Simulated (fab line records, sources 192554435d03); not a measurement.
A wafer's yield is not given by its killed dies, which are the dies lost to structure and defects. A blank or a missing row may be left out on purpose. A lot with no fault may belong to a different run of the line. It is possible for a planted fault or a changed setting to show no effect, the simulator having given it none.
Which of the tools did it? | flow n5_finfet | 27 wafers sampled from 9 lots at 1 step of a route of 1938

## WHAT EACH GAUGE READ, for each wafer
N5_BEOL_M15_CD_MEAS_28: target cd 407.6 nm.
lot  | measured     | on        | cd_nm (nm)
L854 | day 12 12:43 | cd_sem-02 | 407.1 406.6 407.5
L859 | day 14 07:47 | cd_sem-02 | 408.3 406.1 408.4
L861 | day 14 14:19 | cd_sem-02 | 407.3 408.4 408.8
L867 | day 17 09:36 | cd_sem-01 | 404.3 407.3 406.6
L874 | day 18 00:20 | cd_sem-02 | 405.8 408.8 406.8
L871 | day 18 00:37 | cd_sem-01 | 405.8 405.4 409.0
L876 | day 18 23:20 | cd_sem-02 | 407.8 405.3 404.9
L875 | day 18 23:40 | cd_sem-03 | 405.6 406.2 407.0
L877 | day 19 20:48 | cd_sem-02 | 406.5 408.5 405.2

## EACH LOT AND THE TOOL THAT RAN IT (in order: tool; ch and the chambers of the sampled wafers; start)
Before these readings, the record contains no process step.

## WHAT THE TOOLS THEMSELVES READ (means of the sampled wafers that have a number; where no wafer has one, the mark that the record gives instead)
The record holds no such reading with a usual standard deviation.

## THE ANSWER, worked out from the rows above alone
Rule: what is usual is taken from the lots themselves. The widest of any qualifying gaps counts: lots, ordered by their means at a reading, are off when they make up no more than a third of the lots, leave a main group of 4 or more, and stand apart from it by 3 or more times the standard deviation of that group's means. The tables above print the reading to a certain number of digits; a main group whose means all agree to those digits is not used. A lot without any number at a reading at which 4 lots or more have one is off too. Any other lot the step has rows for is counted as sound. After the gauges, taken in route order, come the tools' own readings; for these a lot's mean is taken, as printed above. The first step at which some lot is off is used, and at that step the reading that is off furthest; a lot without a number counts as furthest.
Across all readings shown, no lot is off: no conclusion can be drawn from this.

## WHAT WAS PUT IN BY THE SIMULATOR
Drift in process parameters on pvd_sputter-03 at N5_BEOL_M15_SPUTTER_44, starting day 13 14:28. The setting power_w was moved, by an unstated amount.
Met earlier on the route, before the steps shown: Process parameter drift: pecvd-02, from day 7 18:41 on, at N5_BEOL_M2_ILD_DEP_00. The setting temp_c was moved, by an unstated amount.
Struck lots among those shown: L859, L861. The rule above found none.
